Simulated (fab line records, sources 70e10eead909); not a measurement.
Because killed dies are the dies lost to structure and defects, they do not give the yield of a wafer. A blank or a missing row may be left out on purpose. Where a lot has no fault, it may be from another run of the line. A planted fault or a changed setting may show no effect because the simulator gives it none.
Which tool was responsible? -- flow nandHarc -- 11 lots with 33 wafers sampled at 5 steps, on a route of 1159 steps

== WHAT EACH GAUGE READ, for each wafer ==
NHARC_END_SORT_01.
lot,measured,on,killedAtArray
L836,day 24 19:32,prober-01,19 28 579

== TOOL THAT RAN EACH LOT (tool first, then ch and the chambers of the sampled wafers, then the start) ==
lot,NHARC_A_STAIRCASE_TRIM_191,NHARC_A_STAIRCASE_ETCH_199,NHARC_A_STAIRCASE_TRIM_202,NHARC_A_STAIRCASE_STRIP_205
L821,"rieDiel-11 ch 0,2,3, day 11 12:24 or earlier","rieDiel-11 ch 1,2, day 11 12:24 or earlier","rieDiel-11 ch 0,3, day 11 12:24","plasmaAsher-02 ch 0,1, day 11 12:52"
L822,"rieDiel-04 ch 1,2,3, day 11 12:37 or earlier","rieDiel-04 ch 0,1,3, day 11 12:37 or earlier","rieDiel-04 ch 0,1,2, day 11 12:37","plasmaAsher-01 ch 0,1, day 11 13:04"
L823,"rieDiel-11 ch 0,3, day 11 20:26 or earlier","rieDiel-11 ch 1,3, day 11 20:26 or earlier","rieDiel-11 ch 0,2,3, day 11 20:26","plasmaAsher-01 ch 0,1, day 11 20:47"
L825,"rieDiel-04 ch 0,1,2, day 11 21:50 or earlier","rieDiel-04 ch 0,1, day 11 21:50 or earlier","rieDiel-04 ch 0,1, day 11 21:50","plasmaAsher-01 ch 0,1, day 11 22:11"
L824,"rieDiel-05 ch 0,1,3, day 12 00:08 or earlier","rieDiel-11 ch 0,1, day 12 00:08 or earlier","rieDiel-11 ch 0,2,3, day 12 00:08","plasmaAsher-01 ch 0, day 12 00:29"
L826,"rieDiel-04 ch 0,1,3, day 12 06:43 or earlier","rieDiel-04 ch 0,1,3, day 12 06:43 or earlier","rieDiel-04 ch 0,1,3, day 12 06:43","plasmaAsher-01 ch 0,1, day 12 07:05"
L827,"rieDiel-05 ch 0,2,3, day 12 14:17 or earlier","rieDiel-05 ch 0,1,2, day 12 14:17 or earlier","rieDiel-05 ch 0,1,3, day 12 14:17","plasmaAsher-02 ch 0,1, day 12 14:37"
L828,"rieDiel-11 ch 1,2,3, day 12 14:26 or earlier","rieDiel-11 ch 0,1,2, day 12 14:26 or earlier","rieDiel-11 ch 0,1, day 12 14:26","plasmaAsher-02 ch 0,1, day 12 15:16"
L836,"rieDiel-05 ch 0,2,3, day 15 02:41 or earlier","rieDiel-04 ch 0,2, day 15 02:41 or earlier","rieDiel-04 ch 0,1,3, day 15 02:41","plasmaAsher-01 ch 0,1, day 15 03:05"
L838,"rieDiel-04 ch 0,1,2, day 15 04:14 or earlier","rieDiel-11 ch 2,3, day 15 04:14 or earlier","rieDiel-11 ch 0,2,3, day 15 04:14","plasmaAsher-02 ch 0,1, day 15 04:37"
L844,"rieDiel-05 ch 0,2,3, day 16 22:36 or earlier","rieDiel-11 ch 0,1,2, day 16 22:36 or earlier","rieDiel-11 ch 0,2,3, day 16 22:36","plasmaAsher-01 ch 0,1, day 16 22:56"
- NHARC_A_STAIRCASE_TRIM_191: chemistry O2, time 211.2 s.
- NHARC_A_STAIRCASE_ETCH_199: etches the open film in C4F8/O2, target depth 100 nm, time 40.5 s.
- NHARC_A_STAIRCASE_TRIM_202: chemistry O2, time 211.2 s.
- NHARC_A_STAIRCASE_STRIP_205: strips in O2.

== THE ANSWER, worked out from the rows above alone ==
Rule: the usual values come from the lots themselves. The widest of any qualifying gaps counts: lots, ordered by their means at a reading, are off when they make up no more than a third of the lots, leave a main group of 4 or more, and stand apart from it by 3 or more times the standard deviation of that group's means. If all means in a main group match to the digits the tables above print for the reading, that group is not used. A lot without any number at a reading at which 4 lots or more have one is off too. The other lots that the step has rows for count as sound.
No lot is off at any reading shown: from this, nothing can be told.

== WHAT THE SIMULATOR HAD INSERTED ==
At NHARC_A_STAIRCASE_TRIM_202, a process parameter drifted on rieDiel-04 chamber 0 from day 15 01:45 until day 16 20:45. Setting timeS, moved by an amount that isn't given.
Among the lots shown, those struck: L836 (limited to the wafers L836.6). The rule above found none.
